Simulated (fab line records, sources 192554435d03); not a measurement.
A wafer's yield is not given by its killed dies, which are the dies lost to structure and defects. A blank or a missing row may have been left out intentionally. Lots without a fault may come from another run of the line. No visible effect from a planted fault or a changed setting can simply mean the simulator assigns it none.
Chamber matching | flow n5-finfet | N5_BEOL_M10_CURE_72 on uv-cure-02 has 3 sister chambers
The step cures SiCOH lowk, time 120 s. 18 wafers are shown with their chamber, then 9 later ones without.

## WAFERS, EACH WITH ITS CHAMBER
wafer  | chamber | wafer_temp_C_max | lamp-power-pct (%)
L075.2 | 0       | 371.5            | 52.35
L075.5 | 0       | 371.6            | 52.34
L075.6 | 0       | 371.9            | 52.31
L076.1 | 2       | 371.3            | 52.26
L076.2 | 2       | 371.6            | 52.27
L076.4 | 2       | 371.7            | 52.33
L079.1 | 0       | 371.1            | 52.34
L079.3 | 0       | 372.0            | 52.38
L079.4 | 0       | 371.1            | 52.30
L089.1 | 1       | 371.3            | 52.19
L089.4 | 1       | 370.4            | 52.24
L089.5 | 1       | 371.1            | 52.45
L087.1 | 2       | 371.7            | 52.29
L087.5 | 2       | 371.9            | 52.31
L087.6 | 2       | 371.8            | 52.43
L094.2 | 1       | 371.5            | 52.26
L094.3 | 1       | 371.1            | 52.26
L094.5 | 1       | 370.7            | 52.32

SIGNATURES (means of the wafers above)
reading          | chamber 0 | chamber 1 | chamber 2 | scatter within a chamber
wafer_temp_C_max | 371.533   | 371.017   | 371.667   | 0.342
lamp-power-pct   | 52.3367   | 52.2867   | 52.3150   | 0.0653
Rule: for a wafer and a chamber, the distance is found by dividing, reading by reading, the gap between the wafer's reading and the chamber's mean by the reading's scatter, squaring, summing and taking the root. If the next closest chamber is less than 2 further off than the closest, the wafer can't be placed; otherwise it belongs to the closest. The scatter: take each reading less its chamber's mean, square it, sum over the shown wafers, divide by the number of wafers less the number of chambers, and take the root.

## WAFERS WITH NO CHAMBER GIVEN
wafer  | wafer_temp_C_max | lamp-power-pct (%)
L095.1 | 371.0            | 52.41
L095.4 | 370.7            | 52.38
L095.6 | 371.1            | 52.32
L097.3 | 371.0            | 52.32
L097.5 | 370.5            | 52.37
L097.6 | 370.7            | 52.28
L091.3 | 371.5            | 52.30
L091.4 | 371.9            | 52.32
L091.5 | 371.3            | 52.34

## WHICH CHAMBER EACH WENT THROUGH
wafer  | from the rows above          | in truth
L095.1 | can't be placed: 1 or 0 or 2 | 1
L095.4 | can't be placed: 1 or 0 or 2 | 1
L095.6 | can't be placed: 1 or 0 or 2 | 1
L097.3 | can't be placed: 1 or 0 or 2 | 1
L097.5 | can't be placed: 1 or 0 or 2 | 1
L097.6 | can't be placed: 1 or 0 or 2 | 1
L091.3 | can't be placed: 2 or 0 or 1 | 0
L091.4 | can't be placed: 2 or 0 or 1 | 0
L091.5 | can't be placed: 0 or 2 or 1 | 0
0 of 9 placed correctly. These rows do not allow placing 9 (true chamber among the candidates in 9). 0 placed wrongly.
